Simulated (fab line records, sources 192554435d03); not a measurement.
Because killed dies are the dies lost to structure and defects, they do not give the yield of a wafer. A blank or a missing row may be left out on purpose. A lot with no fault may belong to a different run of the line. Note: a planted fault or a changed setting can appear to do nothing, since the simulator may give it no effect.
Which of the tools did it?    flow n5 finfet    69 wafers sampled from 23 lots at 1 step of a route of 1938

WHAT EACH GAUGE READ, for each wafer
N5_FIN_SAQP_CD_MEAS_37: the cd target is 8 nm.
lot   measured     on         cd nm (nm)
L074  day 2 02:57  cd sem-01  7.60 8.13 8.10
L075  day 2 10:14  cd sem-03  8.24 7.81 7.95
L076  day 2 13:40  cd sem-02  8.24 8.21 7.92
L077  day 2 20:13  cd sem-02  8.06 8.02 8.22
L078  day 3 01:55  cd sem-03  8.05 7.87 7.97
L079  day 3 09:00  cd sem-02  8.33 7.99 8.03
L080  day 3 15:16  cd sem-01  8.33 7.88 8.24
L081  day 3 21:41  cd sem-03  8.16 7.95 7.86
L082  day 4 03:01  cd sem-03  8.62 7.84 7.89
L083  day 4 09:50  cd sem-01  8.10 8.11 8.18
L084  day 4 15:52  cd sem-01  8.13 7.87 8.29
L085  day 4 20:09  cd sem-03  7.75 8.72 8.34
L086  day 5 02:55  cd sem-02  7.97 8.31 8.08
L087  day 5 08:43  cd sem-01  8.21 8.66 7.92
L088  day 5 13:38  cd sem-03  7.76 8.18 8.09
L089  day 5 21:05  cd sem-02  8.30 7.92 8.24
L091  day 6 09:09  cd sem-03  8.32 7.91 7.73
L092  day 6 15:23  cd sem-01  8.26 8.20 8.01
L093  day 6 20:32  cd sem-01  8.43 7.84 8.03
L094  day 7 02:29  cd sem-01  8.31 7.96 7.94
L095  day 7 08:44  cd sem-02  8.12 8.14 8.45
L096  day 7 14:05  cd sem-02  7.87 7.83 7.90
L097  day 7 19:42  cd sem-01  8.00 8.48 8.11

TOOL THAT RAN EACH LOT (tool first, then ch and the chambers of the sampled wafers, then the start)
Record: no process step prior to these readings.

AS READ BY THE TOOLS THEMSELVES (means over the sampled wafers that have a number; for cases with no such wafer, the mark the record gives instead)
The record holds no such reading with a usual standard deviation.

THE ANSWER, worked out from the rows above alone
Rule: usual is defined by the lots themselves. Put in order of their means at a reading, lots are off if they are a third of the lots or fewer, leave a main group of 4 or more, and stand apart from it by a gap of 3 or more times the standard deviation of the main group's means; of several such gaps the widest counts. The tables above print the reading to a certain number of digits; a main group whose means all agree to those digits is not used. A lot without any number at a reading at which 4 lots or more have one is off too. Where the step has rows for the other lots, those lots are counted as sound. First the gauges in route order, then the tools' own readings, where a lot's mean is used as printed above. The first step at which some lot is off is used, and at that step the reading that is off furthest; a lot without a number counts as furthest.
Nothing can be told from this: no lot is off at any reading shown.

WHAT WAS PUT IN BY THE SIMULATOR
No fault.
